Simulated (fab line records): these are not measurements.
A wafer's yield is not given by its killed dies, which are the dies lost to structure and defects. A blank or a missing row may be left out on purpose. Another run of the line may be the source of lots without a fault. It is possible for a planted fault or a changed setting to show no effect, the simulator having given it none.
Chamber matching :: flow n5-finfet :: 4 sister chambers for N5_BEOL_M3_CMP_52 on cmp-04
The step polishes, stops on SiOC, t overpolish 6.8 s, target thk 40 nm. 18 wafers are shown with their chamber, then 9 later ones without.

WAFERS, EACH WITH ITS CHAMBER
wafer: L076.1
chamber: 2
motor-current-A (A): 6.7
time-to-endpoint-s (s): 59.8
overpolish-run-s (s): 6.801

wafer: L076.5
chamber: 1
motor-current-A (A): 6.0
time-to-endpoint-s (s): 58.0
overpolish-run-s (s): 6.800

wafer: L076.6
chamber: 2
motor-current-A (A): 6.7
time-to-endpoint-s (s): 60.0
overpolish-run-s (s): 6.789

wafer: L078.2
chamber: 0
motor-current-A (A): 5.8
time-to-endpoint-s (s): 63.8
overpolish-run-s (s): 6.790

wafer: L078.5
chamber: 0
motor-current-A (A): 5.8
time-to-endpoint-s (s): 65.5
overpolish-run-s (s): 6.780

wafer: L078.6
chamber: 1
motor-current-A (A): 6.3
time-to-endpoint-s (s): 61.7
overpolish-run-s (s): 6.824

wafer: L080.3
chamber: 1
motor-current-A (A): 6.2
time-to-endpoint-s (s): 63.1
overpolish-run-s (s): 6.807

wafer: L080.4
chamber: 0
motor-current-A (A): 5.8
time-to-endpoint-s (s): 59.5
overpolish-run-s (s): 6.796

wafer: L080.5
chamber: 0
motor-current-A (A): 6.0
time-to-endpoint-s (s): 63.2
overpolish-run-s (s): 6.787

wafer: L080.1
chamber: 3
motor-current-A (A): 6.0
time-to-endpoint-s (s): 61.9
overpolish-run-s (s): 6.802

wafer: L080.2
chamber: 2
motor-current-A (A): 6.6
time-to-endpoint-s (s): 64.6
overpolish-run-s (s): 6.790

wafer: L080.6
chamber: 1
motor-current-A (A): 6.1
time-to-endpoint-s (s): 63.8
overpolish-run-s (s): 6.800

wafer: L085.1
chamber: 2
motor-current-A (A): 7.1
time-to-endpoint-s (s): 60.3
overpolish-run-s (s): 6.808

wafer: L085.2
chamber: 0
motor-current-A (A): 5.7
time-to-endpoint-s (s): 65.8
overpolish-run-s (s): 6.805

wafer: L085.6
chamber: 1
motor-current-A (A): 6.0
time-to-endpoint-s (s): 64.0
overpolish-run-s (s): 6.799

wafer: L087.1
chamber: 3
motor-current-A (A): 5.8
time-to-endpoint-s (s): 59.6
overpolish-run-s (s): 6.794

wafer: L087.5
chamber: 0
motor-current-A (A): 5.9
time-to-endpoint-s (s): 66.3
overpolish-run-s (s): 6.809

wafer: L087.6
chamber: 3
motor-current-A (A): 6.1
time-to-endpoint-s (s): 60.8
overpolish-run-s (s): 6.797

SIGNATURES (means of the wafers above)
reading: motor-current-A
chamber 0: 5.833
chamber 1: 6.120
chamber 2: 6.775
chamber 3: 5.967
scatter within a chamber: 0.15

reading: time-to-endpoint-s
chamber 0: 64.017
chamber 1: 62.120
chamber 2: 61.175
chamber 3: 60.767
scatter within a chamber: 2.31

reading: overpolish-run-s
chamber 0: 6.79450
chamber 1: 6.80600
chamber 2: 6.79700
chamber 3: 6.79767
scatter within a chamber: 0.00978
Rule: for a wafer and a chamber, the distance is found by dividing, reading by reading, the gap between the wafer's reading and the chamber's mean by the reading's scatter, squaring, summing and taking the root. The wafer belongs to the nearest chamber; if the next one is less than 2 further off, it can't be placed. How the scatter is found: for the shown wafers, subtract from each reading the mean of its chamber, square and add these, divide the total by (wafers less chambers), then take the root.

WAFERS MISSING THEIR CHAMBER
wafer: L094.1
motor-current-A (A): 5.9
time-to-endpoint-s (s): 61.7
overpolish-run-s (s): 6.805

wafer: L094.2
motor-current-A (A): 6.4
time-to-endpoint-s (s): 61.3
overpolish-run-s (s): 6.795

wafer: L094.4
motor-current-A (A): 6.8
time-to-endpoint-s (s): 61.7
overpolish-run-s (s): 6.809

wafer: L094.3
motor-current-A (A): 6.1
time-to-endpoint-s (s): 59.1
overpolish-run-s (s): 6.799

wafer: L094.5
motor-current-A (A): 6.3
time-to-endpoint-s (s): 57.2
overpolish-run-s (s): 6.806

wafer: L094.6
motor-current-A (A): 5.8
time-to-endpoint-s (s): 58.1
overpolish-run-s (s): 6.793

wafer: L097.2
motor-current-A (A): 6.4
time-to-endpoint-s (s): 60.8
overpolish-run-s (s): 6.796

wafer: L097.4
motor-current-A (A): 5.8
time-to-endpoint-s (s): 56.7
overpolish-run-s (s): 6.778

wafer: L097.6
motor-current-A (A): 6.7
time-to-endpoint-s (s): 61.5
overpolish-run-s (s): 6.801

WHICH CHAMBER EACH ONE RAN IN
wafer: L094.1
from the rows above: can't be placed: 3 or 1 or 0
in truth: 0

wafer: L094.2
from the rows above: can't be placed: 1 or 2 or 3 or 0
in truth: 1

wafer: L094.4
from the rows above: 2
in truth: 2

wafer: L094.3
from the rows above: can't be placed: 3 or 1 or 0
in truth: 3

wafer: L094.5
from the rows above: can't be placed: 1 or 3 or 2
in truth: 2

wafer: L094.6
from the rows above: can't be placed: 3 or 0 or 1
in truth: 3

wafer: L097.2
from the rows above: can't be placed: 1 or 2 or 3 or 0
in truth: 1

wafer: L097.4
from the rows above: can't be placed: 3 or 0 or 1
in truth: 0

wafer: L097.6
from the rows above: 2
in truth: 2
Placed correctly: 2 of 9. Can't be placed from these rows: 7 (the true chamber is among the candidates in 7). Number placed wrongly: 0.
